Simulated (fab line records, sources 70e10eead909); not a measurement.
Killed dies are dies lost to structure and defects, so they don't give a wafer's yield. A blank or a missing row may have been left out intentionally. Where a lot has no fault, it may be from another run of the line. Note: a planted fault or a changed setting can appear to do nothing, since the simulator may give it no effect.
Struck lot and sound lot, side by side / flow nand_harc / 14 out of 1302 route steps
Sound: wafers L292.2, L292.3, L292.4. Struck: wafers L300.4, L300.5 (left out: L300.2, a lot-mate that was not struck); the cause follows at the end.
Order at every step that has rows: each side's tool, ch and its chambers, its first start. Under that, the readings that differ: sound wafers / struck wafers / difference of the means / sigmas: that difference in standard deviations of wafers without a fault.
alike: readings whose means differ by less than 2 such deviations, and words and numbers that are the same on both sides. not compared: withheld readings, readings that some wafer has no value for, bounds like >300 that may hide the same value, and numbers for which the record gives no deviation and whose values overlap.
The two part at a step that has a row with sigmas, a row that says differs or no value, or rows on one side only. Numbers that don't overlap but have no deviation are shown without sigmas and don't part them. A reading that every wafer of one side lacks parts them only if that side has two wafers or more.

first, 1 step without rows for these wafers: NHARC_A_CHANNEL_FILL_D1_SRD_12.
NHARC_A_CHANNEL_FILL_D1_INSPECT_13:
  struck on defect_inspect-01, day 14 02:37; sound on defect_inspect-02, day 11 07:55
  alike: raw_defect_count
NHARC_A_DECK1_JOINT_ETCHBACK_07: etches the open film in HBr, target depth 105 nm, time 26.9 s.
  sound on rie_si-06 ch 0,1,3, day 11 07:59; struck on rie_si-04 ch 1,2, day 14 02:42
  alike: drypump_motor_current_A, oes_product_au, throttle_valve_pct
  not compared: rf_hours_counter_h
then, 8 steps without rows for these wafers: NHARC_A_DECK1_JOINT_ETCH_25 (etches SiO2 in dHF, target depth 0.5 nm); NHARC_A_DECK1_JOINT_ETCH_19 (etches poly-Si in TMAH, target depth 3 nm); NHARC_A_DECK1_JOINT_ETCH_18 (etches SiO2 in dHF, target depth 3 nm); NHARC_A_DECK1_JOINT_WET_08 (chemistry H3PO4, time 86 s); NHARC_A_DECK1_JOINT_ETCH_09 (etches SiO2 in dHF, target depth 5 nm); NHARC_A_DECK1_JOINT_WET_10 (chemistry H3PO4, time 86 s); NHARC_A_DECK1_JOINT_ETCH_11 (etches SiO2 in dHF, target depth 35 nm); NHARC_A_DECK1_JOINT_CVD_12 (deposits poly-Si, target thk 90 nm, time 1800 s).
NHARC_A_DECK1_JOINT_CMP_13: polishes, target thk 51.023 nm.
  sound on cmp-02 ch 1,2,3, day 11 21:49; struck on cmp-04 ch 0,2, day 14 12:57
reading=time_to_endpoint_s (s); sound=9.8 11.9 12.5; struck=19.4 20.4; difference=+8.5; sigmas=+3
  alike: motor_current_A
NHARC_A_DECK1_JOINT_THK_MEAS_14: measures by ellipsometry.
  struck on film_metro-02, day 14 13:11; sound on film_metro-02, day 11 22:02
  alike: thk_nm
then, 1 step without rows for these wafers: NHARC_END_SORT_01.

## WHERE THEY PART
NHARC_A_DECK1_JOINT_CMP_13 only, going by this record. Later steps at which nothing parts them and some readings are alike: NHARC_A_DECK1_JOINT_THK_MEAS_14.

WHY: the cause the simulator had injected
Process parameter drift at NHARC_A_DECK1_JOINT_CMP_13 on cmp-04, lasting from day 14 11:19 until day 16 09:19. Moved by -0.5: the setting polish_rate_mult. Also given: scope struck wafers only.
